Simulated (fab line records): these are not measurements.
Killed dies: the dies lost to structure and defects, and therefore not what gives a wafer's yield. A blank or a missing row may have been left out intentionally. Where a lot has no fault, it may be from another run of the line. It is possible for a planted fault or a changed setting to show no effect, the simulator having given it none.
fab line records | flow nand_harc
record lots=12 | wafers=36 | last_day=24
route steps=1159 shown P_M0@274 P_M1@290 END@1159
lots that met no fault: taken from a fault-free run of the same line
start_h: start of the lot's first displayed wafer, in hours after the record's first day | wait_h: hours elapsed since this lot's preceding step | " the same as in the row above | L1.1+2: a single row standing in for several wafers | - no value present, or no start provided | * or withheld: withheld | < > ~ a bound
route shown NAME@n: a module of which the file shows steps, and the number in the route of the first | usual: the fault-free wafers' mean and standard deviation | same: alike in all rows | chamber/n: place in a boat | sites: the reading at each site | _std_site: standard deviation of those values | _edge_site: mean of outer sites minus mean of inner sites | radius_mm: for every site, how far away it sits from the centre of the wafer | mask NAME#n: copy n | behind: the most recent tool/chamber to have shaped the wafer | hold: why the lot was held/for how many hours/how that ended | device: the n, p or np transistor that did not switch | end of line: at the end of the route, the tests of the same wafers | for a step that has no rows: nothing shown but its recipe | killed: dies lost to structure and defects at the first sort, not the wafer's yield | map: the dies of a wafer, with x for killed, . for not killed, _ for no die there
set.NAME: the run value of the setting; set.NAME@STEP: its run value at that earlier step | model.NAME: the simulator's own value behind a step, which no gauge read
route steps across a sampled set of lots; one table per step, one row per wafer
services: the hour from which a tool's chamber was out of use, counted from the record's first day as start_h (under 0 if before that day), plus the number of hours and why
## steps
# step NHARC_P_M0_PVD_20
# recipe target_thk_a=50 | bias_v=168.6 | power_w=15000 | chamber_pressure_pa=0.12 | time_s=8.06 | substrate_temp_c=50 | material=TaN
# usual throttle_valve_pct=29.3/1.2
lot.wafer | tool           | chamber | start_h | wait_h | throttle_valve_pct
L766.2    | pvd_sputter-03 | -       | -       | -      | 29.1
L766.1    | "              | -       | "       | "      | 29.6
L766.5    | "              | -       | "       | "      | 29.1
L767.1    | pvd_sputter-02 | -       | -       | -      | 29.3
L767.3    | "              | -       | "       | "      | 29.5
L767.6    | "              | -       | "       | "      | 29.3
L772.4    | pvd_sputter-01 | -       | -       | -      | 29.1
L772.1    | "              | -       | "       | "      | 28.9
L772.6    | "              | -       | "       | "      | 31.2
L774.4    | pvd_sputter-03 | -       | -       | -      | 29.5
L774.2    | "              | -       | "       | "      | 26.6
L774.6    | "              | -       | "       | "      | 30.1
L775.4    | pvd_sputter-01 | -       | -       | -      | 29.4
L775.1    | "              | -       | "       | "      | 29.3
L775.3    | "              | -       | "       | "      | 28.9
L779.4    | pvd_sputter-01 | -       | -       | -      | 29.0
L779.5    | "              | -       | "       | "      | 29.4
L779.6    | "              | -       | "       | "      | 31.0
L783.4    | pvd_sputter-03 | -       | -       | -      | 26.5
L783.3    | "              | -       | "       | "      | 29.6
L783.2    | "              | -       | "       | "      | 29.9
L782.1    | pvd_sputter-01 | -       | -       | -      | 31.0
L782.3    | "              | -       | "       | "      | 29.0
L782.4    | "              | -       | "       | "      | 29.4
L785.2    | pvd_sputter-03 | -       | -       | -      | 26.4
L785.4    | "              | -       | "       | "      | 29.7
L785.5    | "              | -       | "       | "      | 29.3
L784.3    | pvd_sputter-02 | -       | -       | -      | 27.4
L784.4    | "              | -       | "       | "      | 31.0
L784.5    | "              | -       | "       | "      | 29.6
L787.3    | pvd_sputter-01 | -       | -       | -      | 29.2
L787.4    | "              | -       | "       | "      | 29.3
L787.5    | "              | -       | "       | "      | 29.1
L788.3    | pvd_sputter-03 | -       | -       | -      | 30.0
L788.4    | "              | -       | "       | "      | 29.5
L788.6    | "              | -       | "       | "      | 29.4
# step NHARC_P_M1_SOFTBAKE_04
# recipe temp_c=105 | time_s=55
# usual heater_power_total_W=188.46/0.14 | resist_line_temp_C=23.01/0.098
lot.wafer | tool           | chamber | start_h | wait_h | heater_power_total_W | resist_line_temp_C
L766.1    | litho_track-04 | 0       | 129     | -      | 188.49               | 23.01
L766.2    | "              | 0       | "       | "      | 188.28               | 23.01
L766.5    | "              | 0       | "       | "      | 188.27               | 23.24
L767.1    | litho_track-06 | 0       | 133     | -      | 188.42               | 23.10
L767.3    | "              | 0       | "       | "      | 188.27               | 23.19
L767.6    | "              | 0       | "       | "      | 188.28               | 23.06
L772.1    | litho_track-06 | 0       | 155     | -      | 188.45               | 22.98
L772.4    | "              | 0       | "       | "      | 188.68               | 23.02
L772.6    | "              | 0       | "       | "      | 188.54               | 22.97
L774.2    | litho_track-06 | 0       | 171     | -      | 180.60               | 22.97
L774.4    | "              | 0       | "       | "      | 180.60               | 23.07
L774.6    | "              | 0       | "       | "      | 180.57               | 23.22
L775.1    | litho_track-06 | 0       | 175     | -      | 180.68               | 22.93
L775.3    | "              | 0       | "       | "      | 180.98               | 23.09
L775.4    | "              | 0       | "       | "      | 180.56               | 23.23
L779.4    | litho_track-04 | 0       | 201     | -      | 188.44               | 22.89
L779.5    | "              | 0       | "       | "      | 188.69               | 22.89
L779.6    | "              | 0       | "       | "      | 188.35               | 22.89
L783.2    | litho_track-04 | 0       | 218     | -      | 188.30               | 23.08
L783.3    | "              | 0       | "       | "      | 188.38               | 23.04
L783.4    | "              | 0       | "       | "      | 188.71               | 22.91
L782.1    | litho_track-04 | 0       | 219     | -      | 188.73               | 23.02
L782.3    | "              | 0       | "       | "      | 188.43               | 23.01
L782.4    | "              | 0       | "       | "      | 188.37               | 22.89
L785.2    | litho_track-01 | 0       | 234     | -      | 188.31               | 22.98
L785.4    | "              | 0       | "       | "      | 188.74               | 22.98
L785.5    | "              | 0       | "       | "      | 188.66               | 22.82
L784.3    | litho_track-01 | 0       | 235     | -      | 188.71               | 23.05
L784.4    | "              | 0       | "       | "      | 188.39               | 23.03
L784.5    | "              | 0       | "       | "      | 188.65               | 22.93
L787.3    | litho_track-04 | 0       | 244     | -      | 188.26               | 22.96
L787.4    | "              | 0       | "       | "      | 188.34               | 22.85
L787.5    | "              | 0       | "       | "      | 188.60               | 23.01
L788.3    | litho_track-01 | 0       | 244     | -      | 188.46               | 22.96
L788.4    | "              | 0       | "       | "      | 188.50               | 23.09
L788.6    | "              | 0       | "       | "      | 188.71               | 23.08
# step NHARC_P_M1_INSPECT_11
# usual raw_defect_count=3.7/2.1
lot.wafer | tool              | chamber | start_h | wait_h | raw_defect_count
L766.1    | defect_inspect-02 | -       | 130.05  | 0.0    | 5
L766.2    | "                 | -       | "       | "      | 4
L766.5    | "                 | -       | "       | "      | 2
L767.1    | defect_inspect-01 | -       | 133.58  | 0.0    | 1
L767.3    | "                 | -       | "       | "      | 3
L767.6    | "                 | -       | "       | "      | 2
L772.1    | defect_inspect-01 | -       | 156.25  | 0.0    | 4
L772.4    | "                 | -       | "       | "      | 5
L772.6    | "                 | -       | "       | "      | 7
L774.2    | defect_inspect-01 | -       | 171.89  | 0.0    | 6
L774.4    | "                 | -       | "       | "      | 10
L774.6    | "                 | -       | "       | "      | 7
L775.1    | defect_inspect-01 | -       | 176.29  | 0.0    | 3
L775.3    | "                 | -       | "       | "      | 3
L775.4    | "                 | -       | "       | "      | 4
L779.4    | defect_inspect-01 | -       | 202.42  | 0.0    | 3
L779.5    | "                 | -       | "       | "      | 3
L779.6    | "                 | -       | "       | "      | 4
L783.2    | defect_inspect-02 | -       | 218.93  | 0.0    | 2
L783.3    | "                 | -       | "       | "      | 2
L783.4    | "                 | -       | "       | "      | 4
L782.1    | defect_inspect-02 | -       | 219.61  | 0.0    | 5
L782.3    | "                 | -       | "       | "      | 4
L782.4    | "                 | -       | "       | "      | 4
L785.2    | defect_inspect-02 | -       | 235.22  | 0.0    | 1
L785.4    | "                 | -       | "       | "      | 3
L785.5    | "                 | -       | "       | "      | 3
L784.3    | defect_inspect-01 | -       | 235.60  | 0.0    | 2
L784.4    | "                 | -       | "       | "      | 3
L784.5    | "                 | -       | "       | "      | 5
L787.3    | defect_inspect-02 | -       | 244.62  | 0.0    | 2
L787.4    | "                 | -       | "       | "      | 4
L787.5    | "                 | -       | "       | "      | 3
L788.3    | defect_inspect-01 | -       | 245.02  | 0.0    | 5
L788.4    | "                 | -       | "       | "      | 1
L788.6    | "                 | -       | "       | "      | 4
# step NHARC_P_M1_STRIP_18
# recipe power_w=1000 | n2_flow_sccm=150 | h2_flow_sccm=150 | ar_flow_sccm=0 | bias_w=0 | chemistry=N2/H2
# usual drypump_motor_current_A=5.6/0.47 | oes_product_au=1.002/0.011 | power_w=999.8/2.8 | rf_vpp_V=90.7/0.97 | showerhead_plenum_p_Torr=2.05/0.074 | throttle_valve_pct=14.172/0.0095
lot.wafer | tool        | chamber | start_h | wait_h | drypump_motor_current_A | oes_product_au | power_w | rf_hours_counter_h | rf_vpp_V | showerhead_plenum_p_Torr | throttle_valve_pct
L766.1    | rie_diel-09 | 0       | 130.49  | 0.1    | 5.3                     | 0.994          | 998.5   | 1                  | 90.2     | 2.00                     | 14.166
L766.2    | "           | 2       | "       | "      | 5.3                     | 1.003          | 998.3   | 1                  | 90.6     | 2.20                     | 14.169
L766.5    | "           | 0       | "       | "      | 5.2                     | 1.002          | 993.9   | -                  | 90.1     | 2.00                     | 14.187
L767.3    | rie_diel-07 | 2       | 134.02  | 0.1    | 5.4                     | 0.998          | 1003.8  | 5                  | 91.5     | 2.10                     | 14.170
L767.1    | "           | 3       | "       | "      | 5.2                     | 1.002          | 998.3   | 6                  | 89.8     | 1.93                     | 14.193
L767.6    | "           | 3       | "       | "      | 5.2                     | 1.016          | 1002.0  | -                  | 90.3     | 1.93                     | 14.179
L772.1    | rie_diel-07 | 0       | 156.72  | 0.1    | 5.1                     | 1.030          | 1001.1  | 7                  | 91.4     | 2.14                     | 14.172
L772.4    | "           | 1       | "       | "      | 5.4                     | 1.014          | 1004.5  | 6                  | 91.1     | 2.07                     | 14.173
L772.6    | "           | 3       | "       | "      | 5.2                     | 1.006          | 998.9   | -                  | 90.0     | 1.93                     | 14.180
L774.2    | rie_diel-09 | 0       | 172.57  | 0.3    | 5.2                     | 0.998          | 996.5   | 2                  | 90.1     | 1.99                     | 14.163
L774.6    | "           | 1       | "       | "      | 5.7                     | 1.004          | 998.1   | -                  | 91.7     | 2.10                     | 14.154
L774.4    | "           | 3       | "       | "      | 5.9                     | 1.001          | 998.9   | -                  | 90.4     | 1.95                     | 14.173
L775.1    | rie_diel-07 | 3       | 176.78  | 0.1    | 5.2                     | 1.010          | 1001.9  | 9                  | 90.6     | 1.93                     | 14.170
L775.4    | "           | 0       | "       | "      | 5.1                     | 1.012          | 1004.3  | 9                  | 91.4     | 2.14                     | 14.173
L775.3    | "           | 1       | "       | "      | 5.4                     | 1.014          | 997.3   | 8                  | 91.8     | 2.07                     | 14.185
L779.4    | rie_diel-07 | 3       | 202.91  | 0.1    | 5.2                     | 1.008          | 999.7   | 10                 | 88.4     | 1.93                     | 14.174
L779.5    | "           | 1       | "       | "      | 5.4                     | 1.019          | 1000.0  | -                  | 92.1     | 2.07                     | 14.164
L779.6    | "           | 2       | "       | "      | 5.4                     | 0.994          | 996.5   | -                  | 90.6     | 2.10                     | 14.172
L783.4    | rie_diel-07 | 1       | 219.36  | 0.1    | 5.4                     | 1.011          | 1001.7  | 10                 | 90.5     | 2.07                     | 14.166
L783.3    | "           | 2       | "       | "      | 5.4                     | 1.004          | 1002.1  | 10                 | 91.3     | 2.10                     | 14.181
L783.2    | "           | 3       | "       | "      | 5.2                     | 1.005          | 1001.5  | 11                 | 92.1     | 1.93                     | 14.173
L782.1    | rie_diel-07 | 3       | 220.05  | 0.1    | 5.2                     | 1.005          | 992.2   | 11                 | 89.1     | 1.93                     | 14.175
L782.4    | "           | 1       | "       | "      | 5.4                     | 1.012          | 1001.3  | 10                 | 90.4     | 2.07                     | 14.184
L782.3    | "           | 2       | "       | "      | 5.4                     | 0.987          | 998.1   | 10                 | 91.7     | 2.10                     | 14.159
L785.4    | rie_diel-05 | 3       | 235.72  | 0.1    | 5.8                     | 0.993          | 994.9   | 5                  | 90.9     | 2.01                     | 14.169
L785.2    | "           | 0       | "       | "      | 5.8                     | 1.007          | 1004.3  | 5                  | 89.9     | 1.97                     | 14.160
L785.5    | "           | 2       | "       | "      | 6.4                     | 1.014          | 1001.5  | -                  | 91.8     | 2.04                     | 14.159
L784.3    | rie_diel-09 | 3       | 236.05  | 0.1    | 5.9                     | 0.997          | 1001.8  | 4                  | 91.1     | 1.95                     | 14.169
L784.4    | "           | 0       | "       | "      | 5.2                     | 1.003          | 996.5   | 3                  | 90.4     | 1.99                     | 14.172
L784.5    | "           | 0       | "       | "      | 5.2                     | 0.994          | 999.7   | -                  | 90.6     | 1.99                     | 14.167
L787.3    | rie_diel-09 | 2       | 245.06  | 0.1    | 5.3                     | 1.005          | 998.9   | 3                  | 91.5     | 2.20                     | 14.169
L787.4    | "           | 1       | "       | "      | 5.7                     | 0.982          | 995.8   | 4                  | 92.2     | 2.10                     | 14.165
L787.5    | "           | 2       | "       | "      | 5.3                     | 1.010          | 998.7   | -                  | 92.0     | 2.20                     | 14.177
L788.3    | rie_diel-05 | 3       | 245.50  | 0.1    | 5.8                     | 0.979          | 1001.6  | 5                  | 89.4     | 2.01                     | 14.197
L788.4    | "           | 1       | "       | "      | 6.5                     | 0.991          | 998.8   | 5                  | 92.2     | 2.11                     | 14.172
L788.6    | "           | 3       | "       | "      | 5.8                     | 0.983          | 1002.0  | -                  | 90.2     | 2.01                     | 14.158
# step NHARC_END_SORT_01
# recipe temp_c=25
# usual defect_limited_yield=95.2/1.6 | killed_at_array=29/11 | killed_at_other=0.6/0.75 | killed_at_periphery=3.1/2.1 | killed_dies=32/11 | killed_open=3.0/1.8 | killed_short=1.8/1.3 | sort_bin_2_pct=1.5/0.7 | sort_bin_3_pct=0.26/0.22 | sort_bin_4_pct=3.0/1 | sort_n_pass=645/11 | sort_rim_yield_pct=94.9/3 | sort_yield_pct=95.2/1.6
# same gross_dies=677 | sort_bin_5_pct[%]=0 | sort_bin_6_pct[%]=0 | sort_bin_7_pct[%]=0 | sort_bin_8_pct[%]=0 | sort_rim_n_gross=106.00
lot.wafer | tool      | chamber | start_h | wait_h | defect_limited_yield[%] | killed_at_array | killed_at_other | killed_at_periphery | killed_dies | killed_open | killed_short | sort_bin_2_pct[%] | sort_bin_3_pct[%] | sort_bin_4_pct[%] | sort_n_pass | sort_rim_yield_pct[%] | sort_yield_pct[%]
L785.2    | prober-02 | 0       | 551.11  | 2.8    | 92.5                    | 48              | 1               | 2                   | 51          | 5           | 3            | 2.5               | 0.59              | 4.4               | 626         | 89.6                  | 92.5
L785.4    | prober-02 | 0       | 552.71  | 3.4    | 93.1                    | 46              | 0               | 1                   | 47          | 4           | 4            | 2.4               | 0.30              | 4.3               | 630         | 88.7                  | 93.1
L785.5    | prober-02 | 0       | 553.52  | 3.7    | 91.4                    | 51              | 2               | 5                   | 58          | 8           | 0            | 2.8               | 0.59              | 5.2               | 619         | 89.6                  | 91.4
# killed by level:class
L785.2 A_CHANNEL_HOLE_D1:chamber_film_flake=16 A_SLIT:chamber_film_flake=15 A_CONTACT:chamber_film_flake=8 A_ONON_D1:geometric_particle:open=3 A_STAIRCASE:chamber_film_flake=2 P_GATE:geometric_particle:open=1 P_CONTACT:geometric_particle:short=1 A_ONON_D1:geometric_particle:short=1
L785.4 A_SLIT:chamber_film_flake=16 A_CHANNEL_HOLE_D1:chamber_film_flake=14 A_CONTACT:chamber_film_flake=6 P_CONTACT:geometric_particle:open=1 A_ONON_D1:geometric_particle:open=1 A_ONON_D1:geometric_particle:short=1 A_STAIRCASE:geometric_particle:short=1 A_WL_FILL:geometric_particle:short=1
L785.5 A_CHANNEL_HOLE_D1:chamber_film_flake=20 A_SLIT:chamber_film_flake=17 A_CONTACT:chamber_film_flake=8 A_WL_FILL:geometric_particle:open=2 A_STAIRCASE:chamber_film_flake=2 THIN_TSV:chamber_film_flake=2 P_STI:geometric_particle:open=1 P_M0:geometric_particle:open=1
## services
tool           | chamber | start_h | hours | kind
pvd_sputter-03 | -       | 104.78  | 10.0  | pm
rie_diel-07    | 0       | 109.20  | -     | clean
rie_diel-07    | 1       | 109.20  | -     | clean
rie_diel-07    | 2       | 109.20  | -     | clean
rie_diel-07    | 3       | 109.20  | -     | clean
litho_track-06 | -       | 117.00  | 7.0   | pm
rie_diel-07    | 0       | 133.70  | -     | clean
rie_diel-07    | 1       | 133.70  | -     | clean
rie_diel-07    | 2       | 133.70  | -     | clean
rie_diel-07    | 3       | 133.70  | -     | clean
rie_diel-09    | 0       | 137.65  | 13.1  | repair
litho_track-04 | -       | 141.00  | 7.0   | pm
pvd_sputter-02 | -       | 149.12  | 3.9   | repair
pvd_sputter-01 | -       | 158.00  | 10.0  | pm
pvd_sputter-03 | -       | 158.16  | 9.6   | repair
rie_diel-07    | 0       | 158.20  | -     | clean
rie_diel-05    | -       | 163.60  | 9.0   | pm
rie_diel-09    | 2       | 171.03  | 30.0  | repair
pvd_sputter-01 | -       | 193.70  | 1.8   | repair
rie_diel-09    | 3       | 201.08  | 7.2   | repair
pvd_sputter-03 | -       | 212.05  | 2.9   | repair
pvd_sputter-02 | -       | 215.38  | 10.0  | pm
rie_diel-07    | -       | 228.20  | 9.0   | pm
pvd_sputter-01 | -       | 244.65  | 1.8   | repair
## key
first_sign step=NHARC_P_M1_SOFTBAKE_04 | reading=heater_power_total_W | direction=down | sigmas=56 | usual=* | struck=*
effect none on later readings
met_at NHARC_P_M1_SOFTBAKE_04
struck_lots L774,L775
loop_trim step=NHARC_P_M1_EXPOSE_06 | setting=dose | lots=L775
not_acting_at NHARC_P_M0_PVD_20,NHARC_P_M1_INSPECT_11,NHARC_P_M1_STRIP_18
onset_between 155 171
fault kind=process_parameter_drift | tool=litho_track-06 | chamber=- | onset_h=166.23 | steps=NHARC_P_M1_SOFTBAKE_04 | channel=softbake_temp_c | offset=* | shape=step | end_h=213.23 | acts_in=* | stated=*
# loop_trim: a control loop set the setting to another value than it would have without faults
